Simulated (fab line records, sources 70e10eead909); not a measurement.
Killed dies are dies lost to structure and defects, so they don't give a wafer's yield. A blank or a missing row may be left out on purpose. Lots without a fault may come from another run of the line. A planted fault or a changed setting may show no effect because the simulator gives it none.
A struck lot beside a sound one | flow nand_harc | 13 steps out of a route of 1159
Sound: wafers L139.1, L139.4, L139.6. Struck: wafers L145.3, L145.4. The cause comes at the end.
At each step with rows: each side's tool, then ch and its chambers, then its first start. Under that, the readings that differ: sound wafers | struck wafers | difference of the means | sigmas: that difference in standard deviations of wafers without a fault.
alike: readings whose means differ by less than 2 such deviations, and words and numbers that are the same on both sides. not compared: withheld readings, readings that some wafer has no value for, bounds like >300 that may hide the same value, and numbers for which the record gives no deviation and whose values overlap.
The two part at a step that has a row with sigmas, a row that says differs or no value, or rows on one side only. Numbers that don't overlap but have no deviation are shown without sigmas and don't part them. A reading that every wafer of one side lacks parts them only if that side has two wafers or more.

first, 1 step without rows for these wafers: NHARC_A_SLIT_SRD_20.
NHARC_A_SLIT_CD_MEAS_21:
  sound on cd_sem-03, day 15 19:59; struck on cd_sem-01, day 17 16:56
  alike: cd_nm
then, 3 steps without rows for these wafers: NHARC_A_SIN_REMOVE_WET_00 (chemistry H3PO4, time 15300 s); NHARC_A_SIN_REMOVE_PRECLEAN_01 (cleans in SC1); NHARC_A_SIN_REMOVE_SRD_02.
NHARC_A_SIN_REMOVE_INSPECT_04:
  sound on defect_inspect-01, day 16 04:04; struck on defect_inspect-02, day 18 00:39
  alike: raw_defect_count
NHARC_A_WL_FILL_ALD_00: deposits Al2O3, target thk 3 nm, pulse time 3 s, ald cycles 30.
  sound on ald_hk-01 ch 0,2,3, day 16 04:08; struck on ald_hk-02 ch 2,3, day 18 00:46
  alike: heater_power_w, precursor_pulse_height_rel
NHARC_A_WL_FILL_RTA_01: time 5 s.
  sound on rtp_anneal-02 ch 0, day 16 04:24; struck on rtp_anneal-01 ch 0, day 18 01:02
  reading            | sound          | struck    | difference | sigmas
  lamp_power_pct (%) | 31.4 31.4 31.4 | 34.9 35.0 | +3.6       | +2
  alike: wafer_temp_C_max
NHARC_A_WL_FILL_ALD_02: deposits TiN, target thk 2 nm, pulse time 3 s, ald cycles 100.
  sound on ald_metal-04 ch 0,1,2, day 16 04:43; struck on ald_metal-03 ch 1,2, day 18 01:11
  alike: heater_power_w, precursor_pulse_height_rel
NHARC_A_WL_FILL_CVD_03: deposits W, target thk 40 nm, time 3302 s.
  sound on cvd_w-01 ch 0,1, day 16 08:04; struck on cvd_w-01 ch 0,1, day 18 06:29
  alike: heater_power_w, throttle_valve_pct
NHARC_A_WL_FILL_ETCHBACK_04: etches the open film in NF3, target depth 60 nm, time 120 s.
  sound on rie_metal-03 ch 0,1, day 16 10:55; struck on rie_metal-03 ch 0,1, day 18 08:56
  reading          | sound             | struck      | difference | sigmas
  run_length_s (s) | 140.5 140.9 141.4 | 156.1 156.0 | +15.1      | +31
  alike: drypump_motor_current_A, oes_product_au
  not compared: rf_hours_counter_h
NHARC_A_WL_FILL_ETCHBACK_05: etches the open film in Cl2/BCl3, target depth 22 nm, time 60 s.
  sound on rie_metal-03 ch 0,1, day 16 11:10; struck on rie_metal-03 ch 0,1, day 18 09:08
  alike: drypump_motor_current_A, oes_product_au, run_length_s, temp_c
  not compared: rf_hours_counter_h
then, 1 step without rows for these wafers: NHARC_END_SORT_01.

WHERE THEY PART
First at NHARC_A_WL_FILL_RTA_01; last, within this record, at NHARC_A_WL_FILL_ETCHBACK_04. Later steps at which nothing parts them and some readings are alike: NHARC_A_WL_FILL_ETCHBACK_05.

WHY: what the simulator had put in
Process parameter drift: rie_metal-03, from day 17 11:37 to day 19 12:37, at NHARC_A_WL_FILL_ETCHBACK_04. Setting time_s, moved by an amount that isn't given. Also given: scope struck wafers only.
